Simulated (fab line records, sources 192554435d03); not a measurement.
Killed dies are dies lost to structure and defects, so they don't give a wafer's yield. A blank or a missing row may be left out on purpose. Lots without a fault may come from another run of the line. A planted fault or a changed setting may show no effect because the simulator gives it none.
Which tool did it? | flow n5_finfet | 24 lots, 72 wafers sampled, at 5 steps of a route of 1938

WHAT THE GAUGES READ, wafer by wafer
N5_BEOL_M5_RS_MEAS_57: measures by four-point-probe.
lot  | measured     | on            | M5_RS (ohm/sq)
L074 | day 8 01:56  | film_metro-02 | 0.372 0.370 0.385
L075 | day 8 17:37  | film_metro-02 | 0.384 0.386 0.424
L076 | day 8 20:51  | film_metro-01 | 0.389 0.376 0.385
L077 | day 8 21:35  | film_metro-02 | 0.404 0.377 0.377
L078 | day 9 13:29  | film_metro-01 | 0.383 0.386 0.397
L079 | day 9 15:37  | film_metro-02 | 0.379 0.366 0.385
L080 | day 9 21:08  | film_metro-01 | 0.393 0.397 0.386
L081 | day 9 23:31  | film_metro-02 | 0.376 0.380 0.393
L082 | day 10 15:41 | film_metro-01 | 0.388 0.384 0.404
L084 | day 10 20:56 | film_metro-02 | 0.384 0.392 0.380
L083 | day 10 17:47 | film_metro-02 | 0.406 0.406 0.396
L085 | day 10 23:08 | film_metro-01 | 0.408 0.390 0.382
L086 | day 11 17:40 | film_metro-02 | 0.398 0.377 0.397
L088 | day 11 21:43 | film_metro-01 | 0.354 0.362 0.373
L087 | day 11 22:20 | film_metro-01 | 0.399 0.368 0.381
L089 | day 12 02:45 | film_metro-01 | 0.413 0.416 0.400
L090 | day 12 15:26 | film_metro-01 | 0.391 0.391 0.389
L091 | day 13 14:11 | film_metro-01 | 0.401 0.370 0.403
L092 | day 12 22:36 | film_metro-02 | 0.375 0.413 0.366
L093 | day 13 07:08 | film_metro-01 | 0.359 0.379 0.361
L094 | day 13 04:19 | film_metro-02 | 0.376 0.383 0.370
L095 | day 13 23:56 | film_metro-02 | 0.362 0.375 0.386
L096 | day 14 06:31 | film_metro-02 | 0.386 0.376 0.393
L097 | day 14 20:59 | film_metro-01 | 0.383 0.386 0.383

N5_BEOL_M6_CD_MEAS_28: target cd 40 nm.
lot  | measured     | on        | cd_nm (nm)
L074 | day 8 04:51  | cd_sem-02 | 40.07 40.32 39.70
L075 | day 8 20:29  | cd_sem-03 | 39.84 40.00 40.03
L076 | day 9 01:14  | cd_sem-03 | 40.27 39.93 40.30
L077 | day 9 01:35  | cd_sem-03 | 40.33 40.36 39.96
L078 | day 9 17:53  | cd_sem-03 | 39.83 40.21 40.25
L079 | day 9 20:35  | cd_sem-01 | 40.05 39.89 40.04
L080 | day 9 23:25  | cd_sem-02 | 40.29 40.23 40.38
L081 | day 10 03:21 | cd_sem-02 | 40.32 40.53 39.88
L082 | day 10 19:56 | cd_sem-02 | 40.32 40.18 40.07
L084 | day 11 00:56 | cd_sem-03 | 39.95 40.41 39.91
L083 | day 10 21:50 | cd_sem-03 | 40.29 40.14 40.17
L085 | day 11 02:54 | cd_sem-03 | 40.18 40.26 40.60
L086 | day 11 23:44 | cd_sem-03 | 40.36 40.01 40.22
L088 | day 12 01:46 | cd_sem-03 | 40.16 39.85 39.88
L087 | day 12 04:10 | cd_sem-02 | 39.91 40.34 39.58
L089 | day 12 08:14 | cd_sem-02 | 40.14 40.28 40.48
L090 | day 12 20:24 | cd_sem-02 | 40.01 40.16 40.32
L091 | day 13 18:47 | cd_sem-02 | 40.10 40.38 40.38
L092 | day 13 05:19 | cd_sem-01 | 40.03 40.04 40.29
L093 | day 13 11:42 | cd_sem-02 | 40.29 39.77 39.57
L094 | day 13 07:03 | cd_sem-03 | 40.24 39.96 40.22
L095 | day 14 03:59 | cd_sem-01 | 39.81 39.90 40.47
L096 | day 14 11:32 | cd_sem-02 | 40.02 40.43 39.89
L097 | day 15 02:13 | cd_sem-01 | 40.41 40.19 40.05

N5_BEOL_M6_INSPECT_30: inspects for defects (brightfield).
lot  | measured     | on                | raw_defect_count
L074 | day 8 04:56  | defect_inspect-01 | 476 394 326
L075 | day 8 20:35  | defect_inspect-02 | 472 366 380
L076 | day 9 01:19  | defect_inspect-02 | 432 296 333
L077 | day 9 01:40  | defect_inspect-02 | 481 561 316
L078 | day 9 17:58  | defect_inspect-01 | 419 531 379
L079 | day 9 20:41  | defect_inspect-02 | 295 338 349
L080 | day 9 23:30  | defect_inspect-02 | 332 437 322
L081 | day 10 03:26 | defect_inspect-02 | 320 239 301
L082 | day 10 20:01 | defect_inspect-01 | 324 328 295
L084 | day 11 01:01 | defect_inspect-01 | 342 303 359
L083 | day 10 21:55 | defect_inspect-01 | 472 401 474
L085 | day 11 03:00 | defect_inspect-01 | 460 485 513
L086 | day 11 23:49 | defect_inspect-01 | 301 410 341
L088 | day 12 01:51 | defect_inspect-01 | 615 488 499
L087 | day 12 04:15 | defect_inspect-01 | 457 469 552
L089 | day 12 08:19 | defect_inspect-02 | 309 389 395
L090 | day 12 20:29 | defect_inspect-01 | 401 402 416
L091 | day 13 18:52 | defect_inspect-02 | 274 311 349
L092 | day 13 05:24 | defect_inspect-01 | 663 489 538
L093 | day 13 11:47 | defect_inspect-01 | 362 411 369
L094 | day 13 07:08 | defect_inspect-02 | 568 346 355
L095 | day 14 04:05 | defect_inspect-02 | 480 368 274
L096 | day 14 11:38 | defect_inspect-02 | 561 407 536
L097 | day 15 02:19 | defect_inspect-01 | 377 373 403

WHICH TOOL RAN EACH LOT (tool, then ch and the chambers of the sampled wafers, then the start)
lot  | N5_BEOL_M5_STRIP_91                           | N5_BEOL_M5_SPUTTER_88
L074 | rie_diel-05 ch 2,3, day 7 23:48 or earlier    | pvd_sputter-01, day 7 23:48
L075 | rie_diel-05 ch 0,1,3, day 8 15:27 or earlier  | pvd_sputter-01, day 8 15:27
L076 | rie_diel-04 ch 1,2,3, day 8 18:43 or earlier  | pvd_sputter-03, day 8 18:43
L077 | rie_diel-05 ch 0,1,2, day 8 19:19 or earlier  | pvd_sputter-02, day 8 19:19
L078 | rie_diel-03 ch 1,2, day 9 11:20 or earlier    | pvd_sputter-02, day 9 11:20
L079 | rie_diel-03 ch 1,2,3, day 9 13:20 or earlier  | pvd_sputter-03, day 9 13:20
L080 | rie_diel-04 ch 1,2, day 9 18:59 or earlier    | pvd_sputter-02, day 9 18:59
L081 | rie_diel-03 ch 2,3, day 9 21:22 or earlier    | pvd_sputter-03, day 9 21:22
L082 | rie_diel-04 ch 0,2, day 10 13:31 or earlier   | pvd_sputter-01, day 10 13:31
L084 | rie_diel-05 ch 0,2,3, day 10 18:47 or earlier | pvd_sputter-03, day 10 18:47
L083 | rie_diel-04 ch 0,2,3, day 10 15:38 or earlier | pvd_sputter-02, day 10 15:38
L085 | rie_diel-03 ch 0,1,2, day 10 20:51 or earlier | pvd_sputter-02, day 10 20:51
L086 | rie_diel-04 ch 0,1,3, day 11 15:28 or earlier | pvd_sputter-01, day 11 15:28
L088 | rie_diel-03 ch 0,2, day 11 19:34 or earlier   | pvd_sputter-02, day 11 19:34
L087 | rie_diel-03 ch 0,2,3, day 11 20:12 or earlier | pvd_sputter-01, day 11 20:12
L089 | rie_diel-04 ch 1,2, day 12 00:35 or earlier   | pvd_sputter-02, day 12 00:35
L090 | rie_diel-03 ch 0,1, day 12 13:16 or earlier   | pvd_sputter-01, day 12 13:16
L091 | rie_diel-03 ch 0,2, day 13 12:01 or earlier   | pvd_sputter-02, day 13 12:01
L092 | rie_diel-04 ch 1,2,3, day 12 20:27 or earlier | pvd_sputter-03, day 12 20:27
L093 | rie_diel-03 ch 0,2,3, day 13 04:53 or earlier | pvd_sputter-01, day 13 04:53
L094 | rie_diel-03 ch 0,1, day 13 02:11 or earlier   | pvd_sputter-03, day 13 02:11
L095 | rie_diel-03 ch 1,2,3, day 13 21:31 or earlier | pvd_sputter-01, day 13 21:31
L096 | rie_diel-05 ch 0,2,3, day 14 04:16 or earlier | pvd_sputter-03, day 14 04:16
L097 | rie_diel-05 ch 2,3, day 14 18:43 or earlier   | pvd_sputter-02, day 14 18:43
- N5_BEOL_M5_STRIP_91: strips in N2/H2, time 10 s.
- N5_BEOL_M5_SPUTTER_88: material Cu, target thk 15 nm, time 27.62 s.

WHAT THE TOOLS THEMSELVES READ (means of the sampled wafers that have a number; where no wafer has one, the mark that the record gives instead)
N5_BEOL_M5_STRIP_91.
lot  | tool        | bias_power_w (W) | drypump_motor_current_A (A) | oes_product_au (a.u.) | rf_vpp_V (V) | showerhead_plenum_p_Torr (Torr) | throttle_valve_pct (%)
L074 | rie_diel-05 | 6.983            | 5.2                         | 0.68                  | 59.8         | 2.53                            | 23.1
L075 | rie_diel-05 | 7.016            | 5.4                         | 0.75                  | 58.6         | 2.49                            | 23.4
L076 | rie_diel-04 | 6.988            | 5.8                         | 0.73                  | 58.4         | 2.46                            | 23.7
L077 | rie_diel-05 | 6.988            | 5.7                         | 0.75                  | 58.8         | 2.53                            | 23.3
L078 | rie_diel-03 | 7.009            | 6.0                         | 0.79                  | 59.1         | 2.64                            | 23.5
L079 | rie_diel-03 | 7.015            | 5.6                         | 0.85                  | 59.2         | 2.60                            | 23.7
L080 | rie_diel-04 | 7.001            | 5.9                         | 0.70                  | 59.5         | 2.48                            | 24.0
L081 | rie_diel-03 | 7.001            | 6.2                         | 0.81                  | 59.3         | 2.58                            | 23.4
L082 | rie_diel-04 | 6.990            | 5.5                         | 0.69                  | 59.2         | 2.44                            | 23.7
L084 | rie_diel-05 | 7.021            | 5.4                         | 0.83                  | 58.4         | 2.55                            | 22.8
L083 | rie_diel-04 | 6.980            | 5.8                         | 0.71                  | 58.8         | 2.45                            | 23.7
L085 | rie_diel-03 | 7.013            | 5.7                         | 0.85                  | 58.0         | 2.59                            | 23.7
L086 | rie_diel-04 | 6.989            | 5.4                         | 0.72                  | 58.4         | 2.41                            | 23.6
L088 | rie_diel-03 | 7.019            | 6.0                         | 0.87                  | 59.8         | 2.52                            | 23.5
L087 | rie_diel-03 | 7.001            | 5.9                         | 0.86                  | 59.4         | 2.52                            | 23.5
L089 | rie_diel-04 | 6.992            | 5.4                         | 0.68                  | 58.5         | 2.44                            | 23.8
L090 | rie_diel-03 | 7.002            | 5.2                         | 0.85                  | 59.8         | 2.61                            | 24.0
L091 | rie_diel-03 | 7.017            | 6.3                         | 0.79                  | 59.1         | 2.57                            | 23.3
L092 | rie_diel-04 | 6.997            | 5.8                         | 0.70                  | 57.9         | 2.45                            | 23.8
L093 | rie_diel-03 | 7.004            | 5.9                         | 0.86                  | 59.3         | 2.52                            | 23.5
L094 | rie_diel-03 | 6.988            | 5.4                         | 0.89                  | 58.9         | 2.55                            | 23.8
L095 | rie_diel-03 | 7.010            | 5.7                         | 0.82                  | 59.6         | 2.59                            | 23.8
L096 | rie_diel-05 | 7.018            | 5.4                         | 0.89                  | 58.9         | 2.53                            | 22.8
L097 | rie_diel-05 | 6.996            | 5.5                         | 0.93                  | 59.9         | 2.54                            | 22.7

N5_BEOL_M5_SPUTTER_88.
lot  | tool           | throttle_valve_pct (%)
L074 | pvd_sputter-01 | 28.4
L075 | pvd_sputter-01 | 28.3
L076 | pvd_sputter-03 | 30.8
L077 | pvd_sputter-02 | 29.1
L078 | pvd_sputter-02 | 29.4
L079 | pvd_sputter-03 | 30.6
L080 | pvd_sputter-02 | 29.7
L081 | pvd_sputter-03 | 30.0
L082 | pvd_sputter-01 | 29.3
L084 | pvd_sputter-03 | 30.0
L083 | pvd_sputter-02 | 29.9
L085 | pvd_sputter-02 | 29.2
L086 | pvd_sputter-01 | 28.7
L088 | pvd_sputter-02 | 29.5
L087 | pvd_sputter-01 | 28.6
L089 | pvd_sputter-02 | 29.5
L090 | pvd_sputter-01 | 28.9
L091 | pvd_sputter-02 | 29.9
L092 | pvd_sputter-03 | 30.2
L093 | pvd_sputter-01 | 28.0
L094 | pvd_sputter-03 | 29.4
L095 | pvd_sputter-01 | 29.6
L096 | pvd_sputter-03 | 30.0
L097 | pvd_sputter-02 | 29.3

THE ANSWER, worked out from the rows above alone
Rule: what is usual is taken from the lots themselves. Put in order of their means at a reading, lots are off if they are a third of the lots or fewer, leave a main group of 4 or more, and stand apart from it by a gap of 3 or more times the standard deviation of the main group's means; of several such gaps the widest counts. A main group whose means are all the same, to the digits that the tables above print for the reading, isn't used. A lot without any number at a reading at which 4 lots or more have one is off too. The other lots that the step has rows for count as sound. The gauges are gone through in route order, then the tools' own readings, and for those a lot's mean is taken as printed above. The first step at which some lot is off is used, and at that step the reading that is off furthest; a lot without a number counts as furthest.
No lot is off at any reading shown: from this, nothing can be told.

WHAT THE SIMULATOR HAD PUT IN
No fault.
